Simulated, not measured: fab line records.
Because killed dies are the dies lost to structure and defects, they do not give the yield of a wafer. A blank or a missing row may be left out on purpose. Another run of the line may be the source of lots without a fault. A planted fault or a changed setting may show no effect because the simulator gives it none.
A struck lot beside a sound one :: flow n5_finfet :: 34 out of 1938 route steps
Sound: the wafers L762.1, L762.2, L762.4. Struck: wafers L768.4, L768.5. (L768.2 of the same lot was not struck and is left out.) The cause comes at the end.
Each step with rows lists, per side, the tool, then ch with its chambers, then its first start. Under that, the readings that differ: sound wafers :: struck wafers :: difference of the means :: sigmas: that difference in standard deviations of wafers without a fault.
alike: same words and numbers on both sides, and readings whose means sit less than 2 such deviations apart. not compared: any withheld reading, any reading some wafer has no value for, any bound like >300 that may hide the same value, and any number with overlapping values for which the record gives no deviation.
A row with sigmas, a row that says differs or no value, or rows on one side alone: a step with any of these is where the two part. Non-overlapping numbers with no deviation appear without sigmas and do not part them. Lack of a reading on every wafer of one side parts them only where that side has two or more wafers.

first, 9 steps without rows for these wafers: N5_BEOL_M4_ILD_DEP_00 (deposits SiOC from DEMS/O2, target thk 79 nm, time 15.3 s); N5_BEOL_M4_PECVD_72 (deposits SiO2 from TEOS/O2, target thk 16 nm, time 18 s); N5_BEOL_M4_HM_DEP_02 (deposits TiN, target thk 20 nm); N5_BEOL_M4_COAT_61 (time 60 s, resist thk 60 nm); N5_BEOL_M4_COAT_62 (time 60 s, resist thk 12 nm); N5_BEOL_M4_COAT_73 (time 60 s, resist thk 5 nm); N5_BEOL_M4_COAT_05 (resist thk 30 nm); N5_BEOL_M4_EBR_07; N5_BEOL_M4_SOFTBAKE_06 (time 60 s).
N5_BEOL_M4_EXPOSE_08: exposes mask M4.
  sound on euv_scanner-02 ch 0, day 9 13:55; struck on euv_scanner-02 ch 0, day 11 08:13
  alike: mask
then, 5 steps without rows for these wafers: N5_BEOL_M4_PEB_09 (peb time 60 s); N5_BEOL_M4_DEVELOP_10 (develop time 30 s); N5_BEOL_M4_DESCUM_16 (chemistry O2, time 7 s); N5_BEOL_M4_ETCH_74 (etches underlayer in N2/H2, target depth 6.5 nm, time 5.2 s); N5_BEOL_M4_ETCH_63 (etches SiARC in CF4, target depth 15.6 nm, time 26 s).
N5_BEOL_M4_ETCH_64: etches SOC in N2/H2, target depth 75 nm, overetch 22.5 nm, time 121.9 s.
  sound on rie_diel-06 ch 0,1,2, day 9 14:19; struck on rie_diel-06 ch 2,3, day 11 08:33
reading: model.BEOL_M4.cd_offset_nm (nm)
sound: 0 0 0.4
struck: -0.4 -0.2
difference: -0.4
sigmas: 
  alike: drypump_motor_current_A, oes_product_au, rf_vpp_V, showerhead_plenum_p_Torr, throttle_valve_pct
  not compared: rf_hours_counter_h
then, 3 steps without rows for these wafers: N5_BEOL_M4_STRIP_65 (strips in N2/H2); N5_BEOL_M4_STRIP_75 (strips in N2/H2); N5_BEOL_M4_STRIP_66 (strips in CF4).
N5_BEOL_M4_HM_OPEN_17: chemistry Cl2/BCl3, target TiN, target depth 20 nm, overetch 6 nm.
  sound on rie_metal-01 ch 0,1, day 9 14:29; struck on rie_metal-03 ch 0,1, day 11 08:43
reading: model.BEOL_M4.cd_offset_nm (nm)
sound: 0.2 0 0.4
struck: -0.4 -0.2
difference: -0.5
sigmas: 
  alike: drypump_motor_current_A, oes_product_au, throttle_valve_pct
  not compared: rf_hours_counter_h
then, 12 steps without rows for these wafers: N5_BEOL_M4_STRIP_19 (strips in O2); N5_BEOL_M4_COAT_67 (time 60 s, resist thk 60 nm); N5_BEOL_M4_COAT_68 (time 60 s, resist thk 12 nm); N5_BEOL_M4_COAT_76 (time 60 s, resist thk 5 nm); N5_BEOL_M4_COAT_22 (resist thk 30 nm); N5_BEOL_M4_EBR_24; N5_BEOL_M4_SOFTBAKE_23 (time 60 s); N5_BEOL_M4_EXPOSE_25 (exposes mask V3, defocus 5 nm); N5_BEOL_M4_PEB_26 (peb time 60 s); N5_BEOL_M4_DEVELOP_27 (develop time 30 s); N5_BEOL_M4_DESCUM_33 (chemistry O2, time 7 s); N5_BEOL_M4_ETCH_77 (etches underlayer in N2/H2, target depth 6.5 nm, time 5.2 s).
N5_BEOL_M4_RC_MEAS_101:
  sound on prober-02 ch 0, day 9 22:49; struck on prober-01 ch 0, day 11 15:47
  alike: DIBL_N, DIBL_P, IOFF_N, IOFF_P, ION_N, ION_P, SS_N, SS_P, VT_N, VT_P
-- the record jumps here: 4 days lie between the struck wafers' starts before and after (it left off in module BEOL_M4 and takes up again in module PASSIVATION, whose first step shown is number 1936 of the route) --
N5_PASSIVATION_PROBE_49:
  record: rows for the struck wafers here (prober-02, day 15 16:05), none for the sound ones

## WHERE THEY PART
Only at N5_PASSIVATION_PROBE_49, within this record.

WHY: whatever the simulator had introduced
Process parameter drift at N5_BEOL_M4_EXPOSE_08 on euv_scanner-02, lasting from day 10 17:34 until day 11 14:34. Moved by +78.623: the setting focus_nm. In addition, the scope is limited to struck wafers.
